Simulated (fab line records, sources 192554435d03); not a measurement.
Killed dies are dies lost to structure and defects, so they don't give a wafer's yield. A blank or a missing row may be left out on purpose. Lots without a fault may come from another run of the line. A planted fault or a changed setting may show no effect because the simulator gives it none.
fab line records | flow n5_finfet
record lots=5 wafers=15 last_day=17
route steps=1938 shown HKMG_FIN@432 GATE_CUT@465 PASSIVATION@1936
lots that met no fault: from a run of the same line without faults
start_h: hours from the record's first day to the start of the lot's first wafer shown | wait_h: hours since the lot's step before | " the same as in the row above | L1.1+2: a row that stands for several wafers | - no value, or no start given | * or withheld: withheld | < > ~ a bound
route shown NAME@n: a module of which the file shows steps, and the number in the route of the first | usual: mean/standard deviation of fault-free wafers | same: alike in all rows | chamber/n: place in a boat | sites: the reading at each site | _std_site: their standard deviation | _edge_site: outer sites' mean less inner sites' | radius_mm: how far each site lies from the wafer's centre | mask NAME#n: copy n | behind: the tool/chamber that last shaped the wafer | hold: why the lot was held/for how many hours/how that ended | device: the transistor (n, p or np) that didn't switch | end of line: the same wafers' tests at the end of the route | a step without rows: its recipe alone | killed: dies lost to structure and defects at the first sort, not the wafer's yield | map: a wafer's dies, x killed, . not, _ none there
set.NAME: the setting as run; set.NAME@STEP: as run at that earlier step | model.NAME: the simulator's own value behind a step, which no gauge read
lots at some steps of the route; a table a step, a row a wafer
services: from which hour (start_h, from the record's first day; less than 0 if before it) a tool's chamber was out of use, for how many hours, and why
## steps
# step N5_HKMG_FIN_INSPECT_14
# recipe mode=adi inspect_instrument=macro
# usual raw_defect_count=2.0/1.4
# columns lot.wafer tool chamber start_h wait_h raw_defect_count
L572.2 defect_inspect-02 - 83.07 0.0 2
L572.4 " - " " 1
L572.5 " - " " 3
L573.2 defect_inspect-01 - 88.89 0.0 0
L573.4 " - " " 3
L573.6 " - " " 0
L583.3 defect_inspect-02 - 145.59 0.0 2
L583.4 " - " " 0
L583.5 " - " " 1
L590.1 defect_inspect-02 - 189.75 0.0 1
L590.2 " - " " 2
L590.5 " - " " 0
L593.1 defect_inspect-02 - 214.22 0.0 3
L593.2 " - " " 7
L593.5 " - " " 1
# step N5_HKMG_FIN_DESCUM_17
# recipe chemistry=O2 time_s=7.9 source_power_w=50 bias_power_w=20 pressure_mtorr=20 rf_frequency_hz=2.712e+07 temp_c=40 resist=CAR-ArF o2_flow_sccm=225
# step N5_HKMG_FIN_ETCH_31
# recipe chemistry=CF4 target=SiARC target_depth_a=455 mask_material=CAR-ArF time_s=75.8 ion_energy_ev=80 pressure_mtorr=40 source_w=545 bias_w=36 Ar_flow_sccm=100 cf4_flow_sccm=100 ends=cleared
# step N5_HKMG_FIN_ETCH_32
# recipe chemistry=N2/H2 target=SOC target_depth_a=2400 temp_c=40 time_s=300 ion_energy_ev=200 mask_material=SiARC pressure_mtorr=30 source_w=840 bias_w=150 n2_flow_sccm=200 h2_flow_sccm=200
# step N5_HKMG_FIN_STRIP_33
# recipe chemistry=N2/H2 temp_c=40 n2_flow_sccm=200 h2_flow_sccm=200 rf_frequency_hz=6e+07
# step N5_HKMG_FIN_STRIP_34
# recipe chemistry=CF4 resist=SiARC power_w=300 bias_power_w=75 pressure_mtorr=50 cf4_flow_sccm=150 rf_frequency_hz=6e+07
# step N5_HKMG_FIN_ETCH_35
# recipe chemistry=N2/H2 target=SOC target_depth_a=2158 ion_energy_ev=65 bias_w=5 source_w=3000 time_s=243.4 pressure_mtorr=30 n2_flow_sccm=200 h2_flow_sccm=200
# step N5_HKMG_FIN_STRIP_92
# recipe chemistry=N2/H2 material=SOC time_s=20 power_w=500 temp_c=40 pressure_mtorr=50 rf_frequency_hz=6e+07 bias_power_w=8 h2_frac=0.5 n2_flow_sccm=300 h2_flow_sccm=300
# step N5_HKMG_FIN_WET_ETCH_18
# recipe chemistry=SC1 target=TiN mix=1:1:5 temp_c=* time_s=55 target_depth_nm=5.2 dry=ipa_marangoni rinse_time_s=30 rinse_temp_c=23
# step N5_HKMG_FIN_STRIP_19
# recipe chemistry=N2/H2 power_w=2500 temp_c=300 h2_frac=0.65 time_s=360 pressure_mtorr=withheld n2_flow_sccm=1750 h2_flow_sccm=3250
# step N5_HKMG_FIN_ALD_91
# recipe material=TiN target_thk_a=10 temp_c=400 ald_precursor_family=TiCl4 ald_co_reactant=NH3 pulse_time_s=1 purge_time_s=3 co_reactant_purge_time_s=2 co_reactant_pulse_time_s=2 ald_cycles=47 pressure_torr=3
# step N5_HKMG_FIN_COAT_85
# recipe resist=SOC temp_c=250 time_s=60 spin_rpm=1500 resist_thk_nm=300
# step N5_HKMG_FIN_ETCH_86
# recipe chemistry=N2/H2 target=SOC target_depth_a=3932 stop_on=TiN ion_energy_ev=100 bias_w=61 pressure_mtorr=30 source_w=850 n2_flow_sccm=200 h2_flow_sccm=200
# usual chamber_pressure_mTorr=30.000/0.027 drypump_motor_current_A=5.9/0.35 oes_product_au=0.77/0.076 rf_vpp_V=241.1/1.1 showerhead_plenum_p_Torr=2.58/0.073 throttle_valve_pct=17.9/0.32
# columns lot.wafer tool chamber start_h wait_h chamber_pressure_mTorr drypump_motor_current_A oes_product_au rf_hours_counter_h rf_vpp_V showerhead_plenum_p_Torr throttle_valve_pct
L572.2 rie_diel-04 3 84.50 - 29.993 6.3 0.77 143 240.2 2.55 18.0
L572.4 " 0 " " 30.007 6.2 0.73 193 242.0 2.64 17.9
L572.5 " 2 " " 30.004 6.1 0.77 - 240.7 2.56 18.3
L573.2 rie_diel-04 1 90.66 - 30.010 6.5 0.69 213 241.0 2.62 18.0
L573.4 " 2 " " 30.050 6.1 0.77 137 240.0 2.56 18.3
L573.6 " 1 " " 29.923 6.5 0.70 - 240.8 2.63 18.0
L583.3 rie_diel-04 1 146.94 - 30.024 6.4 0.68 235 241.2 2.62 18.0
L583.4 " 3 " " 30.013 6.3 0.75 166 239.4 2.54 18.1
L583.5 " 2 " " 30.003 6.1 0.76 - 240.2 2.55 18.3
L590.1 rie_diel-03 1 191.10 - 30.018 5.4 0.73 170 238.8 2.43 17.5
L590.2 " 3 " " 30.015 5.5 0.72 184 240.9 2.53 18.1
L590.5 " 1 " " 29.993 5.4 0.73 - 238.5 2.43 17.5
L593.1 rie_diel-04 0 216.52 - 30.006 6.3 0.70 242 241.8 2.62 18.0
L593.2 " 3 " " 30.021 6.3 0.74 192 240.5 2.53 18.1
L593.5 " 1 " " 29.999 6.4 0.99 - 242.8 2.61 17.7
# step N5_HKMG_FIN_STRIP_89
# recipe chemistry=N2/H2 material=SOC time_s=20 power_w=500 temp_c=40 pressure_mtorr=50 rf_frequency_hz=6e+07 bias_power_w=8 h2_frac=0.5 n2_flow_sccm=300 h2_flow_sccm=300
# step N5_HKMG_FIN_WET_ETCH_87
# recipe chemistry=SC1 target=TiN mix=1:2:40 temp_c=50 time_s=154.2 target_depth_nm=4.7 dry=ipa_marangoni rinse_time_s=30 rinse_temp_c=23
# step N5_HKMG_FIN_STRIP_88
# recipe chemistry=N2/H2 power_w=2500 temp_c=300 h2_frac=0.65 time_s=360 pressure_mtorr=withheld n2_flow_sccm=1750 h2_flow_sccm=3250
# step N5_HKMG_FIN_NWFM_ALD_20
# recipe material=TiAlC target_thk_a=20 temp_c=300 ald_precursor_family=TiCl4 ald_co_reactant=TEA pulse_time_s=3 purge_time_s=2 co_reactant_purge_time_s=2 co_reactant_pulse_time_s=10 ald_cycles=7 pressure_torr=3
# step N5_HKMG_FIN_ALD_71
# recipe material=TiN target_thk_a=10 temp_c=400 ald_precursor_family=TiCl4 ald_co_reactant=NH3 pulse_time_s=1 purge_time_s=3 co_reactant_purge_time_s=2 co_reactant_pulse_time_s=2 ald_cycles=47 pressure_torr=3
# step N5_HKMG_FIN_COAT_66
# recipe resist=SOC temp_c=250 time_s=60 spin_rpm=1500 resist_thk_nm=300
# step N5_HKMG_FIN_ETCH_67
# recipe chemistry=N2/H2 target=SOC target_depth_a=3889 stop_on=TiN ion_energy_ev=100 bias_w=61 pressure_mtorr=30 source_w=850 n2_flow_sccm=200 h2_flow_sccm=200
# usual chamber_pressure_mTorr=29.998/0.026 drypump_motor_current_A=5.8/0.32 oes_product_au=0.78/0.082 rf_vpp_V=241.3/1.3 showerhead_plenum_p_Torr=2.59/0.08 throttle_valve_pct=17.79/0.3
# columns lot.wafer tool chamber start_h wait_h chamber_pressure_mTorr drypump_motor_current_A oes_product_au rf_hours_counter_h rf_vpp_V showerhead_plenum_p_Torr throttle_valve_pct
L572.2 rie_diel-03 0 85.64 - 29.993 5.7 0.69 206 241.5 2.62 18.03
L572.4 " 2 " " 30.001 5.7 0.92 17 241.8 2.70 17.36
L572.5 " 0 " " 29.980 5.7 0.69 - 241.2 2.62 18.06
L573.2 rie_diel-05 1 91.79 - 29.974 5.5 0.73 156 242.1 2.66 17.92
L573.4 " 2 " " 29.963 5.5 0.89 22 242.5 2.59 17.61
L573.6 " 2 " " 29.968 5.5 0.90 - 242.0 2.59 17.64
L583.3 rie_diel-04 1 148.09 - 29.945 6.5 0.68 236 241.2 2.62 18.06
L583.4 " 2 " " 29.995 6.1 0.75 152 240.3 2.55 18.32
L583.5 " 0 " " 29.990 6.3 0.72 - 242.0 2.63 17.93
L590.1 rie_diel-04 3 192.17 - 30.021 6.3 0.75 182 240.5 2.53 18.08
L590.2 " 2 " " 30.017 6.1 0.74 166 240.3 2.55 18.36
L590.5 " 0 " " 29.965 6.3 0.70 - 242.4 2.62 17.95
L593.1 rie_diel-05 2 217.74 - 30.015 5.5 0.82 66 241.4 2.57 17.70
L593.2 " 1 " " 29.996 5.5 0.69 199 242.5 2.64 17.99
L593.5 " 1 " " 30.001 5.5 0.69 - 242.5 2.64 17.98
# step N5_HKMG_FIN_STRIP_90
# recipe chemistry=N2/H2 material=SOC time_s=20 power_w=500 temp_c=40 pressure_mtorr=50 rf_frequency_hz=6e+07 bias_power_w=8 h2_frac=0.5 n2_flow_sccm=300 h2_flow_sccm=300
# step N5_HKMG_FIN_WET_ETCH_73
# recipe chemistry=SC1 mix=1:2:40 temp_c=50 time_s=42.3 target_depth_nm=1.3 dry=ipa_marangoni rinse_time_s=30 rinse_temp_c=23
# step N5_HKMG_FIN_ETCHBACK_68
# recipe chemistry=Cl2/Ar stop_on=HfO2 target_depth_a=5 pressure_mtorr=10 icp_w=600 bias_w=60 Cl2_flow_sccm=40 Ar_flow_sccm=60
# step N5_HKMG_FIN_STRIP_69
# recipe chemistry=N2/H2 power_w=2500 temp_c=300 h2_frac=0.65 time_s=360 pressure_mtorr=withheld n2_flow_sccm=1750 h2_flow_sccm=3250
# step N5_HKMG_FIN_ALD_21
# recipe material=TiN target_thk_a=15 temp_c=400 ald_precursor_family=TiCl4 ald_co_reactant=NH3 pulse_time_s=1 purge_time_s=3 co_reactant_purge_time_s=2 co_reactant_pulse_time_s=2 ald_cycles=68 pressure_torr=3
# step N5_HKMG_FIN_ALD_72
# recipe material=W target_thk_a=20 temp_c=300 pressure_torr=7.5 ald_precursor_family=WF6 ald_co_reactant=B2H6 pulse_time_s=1 purge_time_s=2 co_reactant_purge_time_s=2 co_reactant_pulse_time_s=3 ald_cycles=7
# step N5_HKMG_FIN_W_FILL_22
# recipe material=W target_thk_a=600 temp_c=400 pressure_torr=39.4 time_s=18.2
# usual heater_power_w=841/44 throttle_valve_pct=19.0/0.59
# columns lot.wafer tool chamber start_h wait_h heater_power_w since_wet_clean_h throttle_valve_pct
L572.2 cvd_w-01 1 86.81 0.0 773 769 18.8
L572.4 " 1 " " 741 - 18.7
L572.5 " 0 " " 886 - 19.7
L573.2 cvd_w-02 0 93.00 0.0 818 261 18.4
L573.4 " 1 " " 863 - 19.0
L573.6 " 1 " " 872 - 18.6
L583.3 cvd_w-01 0 149.28 0.0 871 - 20.3
L583.4 " 1 " " 751 - 18.9
L583.5 " 0 " " 855 - 19.9
L590.1 cvd_w-01 0 193.34 0.0 868 875 20.2
L590.2 " 1 " " 767 875 19.1
L590.5 " 0 " " 876 - 20.1
L593.1 cvd_w-01 0 218.91 0.0 866 901 20.1
L593.2 " 1 " " 773 901 19.0
L593.5 " 1 " " 777 - 19.3
# step N5_HKMG_FIN_PRECLEAN_83
# recipe chemistry=DIW time_s=57.5 temp_c=23
# step N5_HKMG_FIN_SRD_84
# recipe dry_time_s=32 dry=n2_spin spin_rpm=1500
# step N5_HKMG_FIN_CMP_23
# recipe stop_on=SiNx t_overpolish_s=10 post_cmp_clean=rinse_only down_force_psi=4 platen_rpm=50.289 pad_velocity_m_s=1.0006 target_thk_nm=46.326
# step N5_HKMG_FIN_CMP_94
# recipe stop_on=SiNx post_cmp_clean=w_dilute_nh4oh t_overpolish_s=4.7 down_force_psi=4 platen_rpm=50.289 pad_velocity_m_s=1.0006 target_thk_nm=43.299
# step N5_GATE_CUT_ETCHBACK_00
# recipe chemistry=SF6/Cl2 target=W pressure_mtorr=8 icp_w=900 bias_w=80 SF6_flow_sccm=40 Cl2_flow_sccm=60
# step N5_GATE_CUT_ETCH_56
# recipe chemistry=Cl2/Ar target=TiN target_depth_a=216 pressure_mtorr=10 icp_w=600 bias_w=60 Cl2_flow_sccm=40 Ar_flow_sccm=60
# step N5_GATE_CUT_ETCHBACK_30
# recipe chemistry=Cl2/Ar target=TiN target_depth_a=30 mode=isotropic pressure_mtorr=10 icp_w=600 bias_w=60 Cl2_flow_sccm=40 Ar_flow_sccm=60
# step N5_GATE_CUT_VAPOR_ETCH_60
# recipe chemistry=BCl3/Cl2 target=HfO2 mode=isotropic
# step N5_GATE_CUT_ETCH_58
# recipe chemistry=CH3F/O2 target=SiNx target_depth_a=170 time_s=128.6 ion_energy_ev=50 pressure_mtorr=30 source_w=415 bias_w=21 Ar_flow_sccm=150 CH3F_flow_sccm=30 O2_flow_sccm=20
# usual chamber_pressure_mTorr=30.003/0.026 drypump_motor_current_A=5.8/0.44 oes_product_au=0.79/0.1 rf_vpp_V=99.0/0.97 showerhead_plenum_p_Torr=1.99/0.06 throttle_valve_pct=16.23/0.19
# columns lot.wafer tool chamber start_h wait_h chamber_pressure_mTorr drypump_motor_current_A oes_product_au rf_hours_counter_h rf_vpp_V showerhead_plenum_p_Torr throttle_valve_pct
L572.2 rie_diel-02 0 87.98 0.1 29.987 6.0 0.73 189 99.6 1.99 16.37
L572.4 " 1 " " 30.029 6.1 0.68 245 99.7 1.98 16.61
L572.5 " 3 " " 30.011 5.6 0.71 - 99.4 2.07 16.30
L573.2 rie_diel-06 1 94.20 0.1 30.014 6.6 0.93 28 100.1 2.13 16.23
L573.4 " 0 " " 30.038 5.8 0.67 249 99.9 1.97 16.46
L573.6 " 1 " " 30.033 6.6 0.92 - 98.3 2.13 16.24
L583.3 rie_diel-02 0 150.43 0.0 30.037 5.9 0.71 211 99.7 1.98 16.43
L583.4 " 0 " " 29.992 5.9 0.72 - 98.3 1.98 16.43
L583.5 " 2 " " 30.019 6.0 0.98 - 99.5 1.96 16.15
L590.1 rie_diel-06 0 194.57 0.0 29.973 5.8 0.94 17 97.9 1.96 16.00
L590.2 " 3 " " 30.005 5.9 0.85 57 99.2 1.95 16.04
L590.5 " 3 " " 30.017 5.9 0.84 - 100.4 1.95 16.06
L593.1 rie_diel-06 0 220.14 0.1 30.069 5.8 0.93 26 100.6 1.96 16.00
L593.2 " 2 " " 30.006 5.6 0.68 231 99.5 1.97 16.18
L593.5 " 2 " " 30.021 5.7 0.69 - 99.4 1.97 16.17
# step N5_GATE_CUT_STRIP_59
# recipe chemistry=N2/H2 time_s=20 power_w=100 temp_c=40 pressure_mtorr=100 rf_frequency_hz=6e+07 bias_power_w=3 n2_flow_sccm=300 h2_flow_sccm=300
# usual chamber_pressure_mTorr=100.01/0.1 drypump_motor_current_A=5.8/0.44 oes_product_au=0.79/0.099 rf_vpp_V=45.2/0.94 showerhead_plenum_p_Torr=3.37/0.097 throttle_valve_pct=12.15/0.23
# columns lot.wafer tool chamber start_h wait_h chamber_pressure_mTorr drypump_motor_current_A oes_product_au rf_hours_counter_h rf_vpp_V showerhead_plenum_p_Torr throttle_valve_pct
L572.2 rie_diel-02 0 88.08 0.1 100.11 6.0 0.74 189 45.9 3.36 12.26
L572.4 " 1 " " 100.03 6.1 0.69 245 45.2 3.32 12.48
L572.5 " 3 " " 99.89 5.6 0.72 - 44.6 3.51 12.35
L573.2 rie_diel-06 1 94.30 0.1 99.97 6.6 0.92 28 44.8 3.57 12.05
L573.4 " 0 " " 99.81 5.8 0.66 249 45.0 3.32 12.38
L573.6 " 1 " " 99.99 6.6 0.92 - 45.8 3.57 12.04
L583.3 rie_diel-02 0 150.53 0.1 100.02 6.0 0.72 211 44.7 3.34 12.35
L583.4 " 0 " " 99.97 6.0 0.72 - 47.3 3.34 12.34
L583.5 " 2 " " 99.96 6.0 1.00 - 45.2 3.31 11.93
L590.1 rie_diel-06 0 194.67 0.1 100.05 5.8 0.94 17 45.3 3.31 11.78
L590.2 " 3 " " 100.03 5.9 0.84 57 46.5 3.29 11.89
L590.5 " 3 " " 100.04 5.9 0.83 - 44.6 3.29 11.88
L593.1 rie_diel-06 0 220.25 0.1 100.02 5.8 0.93 26 44.4 3.30 11.81
L593.2 " 2 " " 100.05 5.7 0.68 231 43.7 3.34 12.20
L593.5 " 2 " " 99.83 5.7 0.69 - 46.4 3.34 12.21
# step N5_GATE_CUT_PRECLEAN_31
# recipe temp_c=23 chemistry=DIW time_s=300
# step N5_GATE_CUT_SRD_32
# recipe time_s=30 temp_c=23 rinse_liquid=diw dry=ipa_marangoni
# step N5_GATE_CUT_SAC_CAP_01
# recipe material=SiNx target_thk_a=240 temp_c=400 ald_precursor_family=SiH2I2 ald_co_reactant=N2/H2-plasma pulse_time_s=1 ald_cycles=480 purge_time_s=2 co_reactant_purge_time_s=2 pressure_torr=2
# usual heater_power_w=835/67 precursor_pulse_height_rel=1.000/0.02
# columns lot.wafer tool chamber start_h wait_h heater_power_w precursor_pulse_height_rel since_wet_clean_h
L572.2 ald_sin-02 3 89.55 1.3 875 1.002 82
L572.4 " 0 " " 903 0.963 82
L572.5 " 3 90.64 2.4 861 1.021 -
L573.2 ald_sin-02 2 94.51 0.0 849 1.011 87
L573.4 " 3 " " 879 0.971 87
L573.6 " 0 95.60 1.1 905 1.004 -
L583.3 ald_sin-04 1 150.76 0.0 822 1.002 249
L583.4 " 3 " " 829 1.006 249
L583.5 " 0 151.84 1.1 683 1.011 -
L590.1 ald_sin-04 0 194.89 0.0 690 1.023 293
L590.2 " 3 " " 844 1.007 293
L590.5 " 0 195.97 1.1 683 1.031 -
L593.1 ald_sin-02 0 220.47 0.0 917 0.980 213
L593.2 " 1 " " 811 1.006 213
L593.5 " 0 221.56 1.1 916 1.016 -
# step N5_PASSIVATION_PROBE_49
# usual killed_at_M0_to_M3=35/11 killed_at_M4_up=14/5.4 killed_at_contacts=12/6.2 killed_at_front_end=38/11 killed_at_other=4.1/2.8 killed_dies=103/17 killed_on_rim=13/4 killed_open=66/13 killed_short=34/8.2
# same gross_dies=1180 killed_at_back_side=0
# columns lot.wafer tool chamber start_h wait_h killed_at_M0_to_M3 killed_at_M4_up killed_at_contacts killed_at_front_end killed_at_other killed_dies killed_on_rim killed_open killed_short
L572.2 prober-02 - 266.56 0.1 43 13 3 38 1 98 19 61 35
L572.4 prober-02 - 266.66 0.2 40 11 12 34 2 99 14 70 27
L572.5 prober-02 - 266.71 0.2 40 13 7 38 5 103 9 65 36
L573.2 prober-01 - 278.60 0.1 16 18 7 42 2 85 14 51 32
L573.4 prober-01 - 278.70 0.2 26 12 10 45 3 96 12 46 43
L573.6 prober-01 - 278.80 0.3 18 13 7 34 2 74 8 46 24
L583.3 prober-02 - 339.51 0.1 23 24 15 20 3 85 13 51 34
L583.4 prober-02 - 339.56 0.2 25 15 2 165 6 213 28 47 49
L583.5 prober-02 - 339.61 0.2 56 12 19 53 5 145 22 81 59
L590.1 prober-02 - 410.95 0.0 25 10 7 66 1 109 11 81 26
L590.2 prober-02 - 411.00 0.1 49 5 3 58 0 115 9 87 25
L590.5 prober-02 - 411.15 0.2 31 6 6 46 2 91 17 59 30
L593.1 prober-01 - 414.12 0.0 39 12 5 37 6 99 13 65 32
L593.2 prober-01 - 414.17 0.1 28 25 13 25 2 93 14 66 27
L593.5 prober-01 - 414.32 0.2 34 16 7 52 4 113 15 72 39
# killed by level:class
L572.2 STI_FIN_REVEAL:geometric_particle:open=12 BEOL_M0_SAQP:geometric_particle:open=12 BEOL_M0_SAQP:geometric_particle:short=10 BEOL_M3:geometric_particle:open=10 BEOL_M4:geometric_particle:open=8 BEOL_M2:geometric_particle:open=6 FIN_SAQP:geometric_particle:short=4 STI_FIN_REVEAL:geometric_particle:short=4
L572.4 FIN_SAQP:geometric_particle:open=10 MOL_CONTACT_COAG:geometric_particle:open=10 FIN_SAQP:geometric_particle:short=7 STI_FIN_REVEAL:geometric_particle:open=7 BEOL_M0_SAQP:geometric_particle:open=7 BEOL_M0:geometric_particle:open=7 BEOL_M1:geometric_particle:open=5 BEOL_M0:geometric_particle:short=5
L572.5 BEOL_M0_SAQP:geometric_particle:short=9 STI_FIN_REVEAL:geometric_particle:open=8 BEOL_M0_SAQP:geometric_particle:open=8 BEOL_M4:geometric_particle:open=8 FIN_SAQP:geometric_particle:open=7 GATE_CUT:geometric_particle:short=6 MOL_CONTACT_COAG:geometric_particle:open=6 FIN_SAQP:geometric_particle:short=5
L573.2 FIN_SAQP:geometric_particle:short=12 STI_FIN_REVEAL:geometric_particle:open=11 FIN_SAQP:geometric_particle:open=5 MOL_CONTACT_COAG:geometric_particle:open=5 BEOL_M3:geometric_particle:open=5 BEOL_M3:geometric_particle:short=4 DUMMY_GATE:geometric_particle:open=4 BEOL_M4:geometric_particle:open=4
L573.4 FIN_SAQP:geometric_particle:short=15 FIN_SAQP:geometric_particle:open=8 BEOL_M0_SAQP:geometric_particle:short=8 MOL_CONTACT_COAG:geometric_particle:open=6 BEOL_M0_SAQP:geometric_particle:open=6 STI_FIN_REVEAL:geometric_particle:open=5 BEOL_M3:geometric_particle:open=5 STI_FIN_REVEAL:geometric_particle:short=3
L573.6 STI_FIN_REVEAL:geometric_particle:open=10 FIN_SAQP:geometric_particle:short=8 FIN_SAQP:geometric_particle:open=6 MOL_CONTACT_COAG:geometric_particle:open=5 BEOL_M0_SAQP:geometric_particle:open=4 DUMMY_GATE:geometric_particle:open=3 BEOL_M2:geometric_particle:open=3 BEOL_M3:geometric_particle:open=3
L583.3 MOL_CONTACT_COAG:geometric_particle:open=10 BEOL_M4:geometric_particle:open=10 BEOL_M2:geometric_particle:open=8 BEOL_M4:geometric_particle:short=7 BEOL_M0_SAQP:geometric_particle:short=7 BEOL_M7:geometric_particle:open=5 MOL_CONTACT_COAG:geometric_particle:short=5 BEOL_M0_SAQP:geometric_particle:open=5
L583.4 HKMG_FIN:unspecified=115 FIN_SAQP:geometric_particle:short=20 FIN_SAQP:geometric_particle:open=13 BEOL_M1:geometric_particle:short=9 BEOL_M4:geometric_particle:open=9 BEOL_M0_SAQP:geometric_particle:short=5 BEOL_M2:geometric_particle:open=5 BEOL_M0_SAQP:geometric_particle:open=4
L583.5 BEOL_M0_SAQP:geometric_particle:open=16 MOL_CONTACT_COAG:geometric_particle:open=13 BEOL_M0_SAQP:geometric_particle:short=13 BEOL_M2:geometric_particle:open=11 FIN_SAQP:geometric_particle:open=9 FIN_SAQP:geometric_particle:short=7 MOL_CONTACT_COAG:geometric_particle:short=6 DUMMY_GATE:geometric_particle:open=6
L590.1 STI_FIN_REVEAL:geometric_particle:open=27 FIN_SAQP:geometric_particle:open=12 BEOL_M3:geometric_particle:open=11 FIN_SAQP:geometric_particle:short=10 MOL_CONTACT_COAG:geometric_particle:open=5 BEOL_M0_SAQP:geometric_particle:open=4 BEOL_M7:geometric_particle:open=3 STI_FIN_REVEAL:geometric_particle:short=3
L590.2 FIN_SAQP:geometric_particle:open=23 BEOL_M3:geometric_particle:open=20 BEOL_M1:geometric_particle:open=10 STI_FIN_REVEAL:geometric_particle:open=9 FIN_SAQP:geometric_particle:short=7 DUMMY_GATE:geometric_particle:open=7 BEOL_M0_SAQP:geometric_particle:open=7 BEOL_M0_SAQP:geometric_particle:short=5
L590.5 FIN_SAQP:geometric_particle:open=16 BEOL_M3:geometric_particle:open=9 BEOL_M1:geometric_particle:open=8 GATE_CUT:geometric_particle:short=8 STI_FIN_REVEAL:geometric_particle:open=6 MOL_CONTACT_COAG:geometric_particle:open=6 BEOL_M0_SAQP:geometric_particle:short=6 DUMMY_GATE:geometric_particle:open=5
L593.1 BEOL_M0_SAQP:geometric_particle:short=14 FIN_SAQP:geometric_particle:open=12 BEOL_M0_SAQP:geometric_particle:open=12 BEOL_M3:geometric_particle:open=7 BEOL_M5:geometric_particle:open=5 BEOL_M4:geometric_particle:open=5 FIN_SAQP:geometric_particle:short=4 MOL_CONTACT_COAG:geometric_particle:open=4
L593.2 BEOL_M4:geometric_particle:open=15 MOL_CONTACT_COAG:geometric_particle:open=12 BEOL_M0_SAQP:geometric_particle:short=11 FIN_SAQP:geometric_particle:open=7 BEOL_M3:geometric_particle:open=7 BEOL_M0_SAQP:geometric_particle:open=6 ILD0:geometric_particle:short=4 BEOL_M5:geometric_particle:open=4
L593.5 FIN_SAQP:geometric_particle:open=16 BEOL_M0_SAQP:geometric_particle:open=10 BEOL_M0_SAQP:geometric_particle:short=9 ILD0:geometric_particle:open=7 STARTING-WAFER:geometric_particle:short=7 BEOL_M2:geometric_particle:open=6 FIN_SAQP:geometric_particle:short=5 STI_FIN_REVEAL:geometric_particle:open=5
# map L583.4 (x killed, . not)
_________________xxxxxxxxxxxx________________
______________..xxxxxxxxxxxxxx.._____________
___________..x.xxxxxxxxxxxxxx......__________
__________.x...xxxxxxxxxxxxxxx......_________
________x......x.xxxxxxxxxxxx........._______
_______.......x.xxxxxxxxxxxxxxxx.......______
______.x....x.....xxxxxxxxxx.xx........._____
_____.............xxxxxxxx.xxx...........____
____....x.xx.....xx..xxxxx...x............___
___.............x...xx......x...........x..__
___......x.....x........x...x.x...x..x.....__
__............x........x.....x.............._
__....xx....................x.......x......._
_.....x.....x.x.......x.x.....x........xx....
_..x..........................x.........x....
_..........x...x.x.......x.x............x....
_x...............x.........................xx
_............x.................x............x
_..x....................x.............x......
_.............................x......x.x.....
_..................xx..x.x....x.x.x.......x..
__.......x.........x................xx......_
__.................................x........_
___......x.....x..........x................__
___.......x.......................x..xx....__
____..x............x.................x....___
_____x.............x..........x.x.....xxx____
______.......x.x........................_____
_______................................______
________.............................x_______
__________..................xx.....x_________
___________............x..x.x......__________
______________.............x...._____________
_________________............________________
# map L593.5 (x killed, . not)
_________________....xxx.....________________
______________..x.....x.xxx.x..._____________
___________.....x...............x..__________
__________........xx................_________
________......................x....x.._______
_______..x...x....x................x...______
______....x......................x......_____
_____...........x......x.......x.........____
____..xx............x.............xx......___
___.............x.....x...x........x......x__
___.x.......x.x.............x..............__
__...............x....................x....._
__......x...x..........................x...._
_.....................x...............xx.....
_..........x...................x......x......
_...xx........................x............x.
_...........x.......x................x.......
_.......xx.................x.............x...
_....x..x...x..........................x..x..
_x..........................x..x............x
_x....................x.......x..............
__......................xx..........x.x...xx_
__..x.............x........................._
___........x..x..............x...x.x.....x.__
___..xx......x......x..x..x................__
____......x...........xx......xx..........___
_____.................xx..x..x...........____
______............x........x............_____
_______...................x..x....x....______
________.........x.............x......_______
__________.x........................_________
___________........x..............x__________
______________..x..........x...._____________
_________________............________________
## services
# columns tool chamber start_h hours kind
rie_diel-04 2 65.79 6.7 repair
rie_diel-03 3 95.34 22.6 repair
rie_diel-03 0 103.91 18.7 repair
rie_diel-02 2 105.26 7.6 repair
cvd_w-01 - 105.73 7.9 repair
rie_diel-03 - 112.50 2.8 repair
rie_diel-06 0 115.84 5.3 repair
rie_diel-04 2 116.92 6.0 repair
cvd_w-02 - 118.33 1.0 repair
rie_diel-06 0 121.19 - clean
rie_diel-06 0 121.19 - consumable_replace:focus_ring
rie_diel-06 0 121.19 21.9 scheduled_down
rie_diel-06 0 121.19 21.9 vent_cycle
cvd_w-02 1 125.09 3.7 repair
rie_diel-06 1 128.14 16.7 repair
rie_diel-02 2 132.32 6.3 repair
rie_diel-06 2 142.69 23.3 repair
cvd_w-02 - 153.89 0.7 repair
cvd_w-01 - 192.07 1.1 repair
cvd_w-01 - 198.95 2.8 pm
ald_sin-04 3 201.70 1.3 repair
rie_diel-02 - 215.56 14.6 pm
ald_sin-02 3 215.92 20.9 repair
rie_diel-05 0 219.57 8.4 repair
## key
first_sign step=N5_PASSIVATION_PROBE_49 reading=killed_at_front_end direction=up sigmas=11 usual=38 struck=165
effect step=N5_PASSIVATION_PROBE_49 reading=killed_dies direction=up sigmas=6.5 usual=103 struck=213
more_kills_born_at N5_HKMG_FIN_ETCH_86@rie_diel-04=115
met_at N5_HKMG_FIN_ETCH_86
struck_wafers L583.4
tester_left_out L583
onset_between 84.50 146.94
fault kind=chamber_particle_source tool=rie_diel-04 chamber=3 onset_h=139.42 steps=N5_HKMG_FIN_ETCH_86 rate_per_visit_cm2=1.4845 end_h=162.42
# tester_left_out: of these lots the tester's yield and bins aren't shown, on N5 and GAA mostly nor the transistor test; their killed dies are dies lost to structure and defects alone, not to doping, threshold or leakage, so they don't give the yield
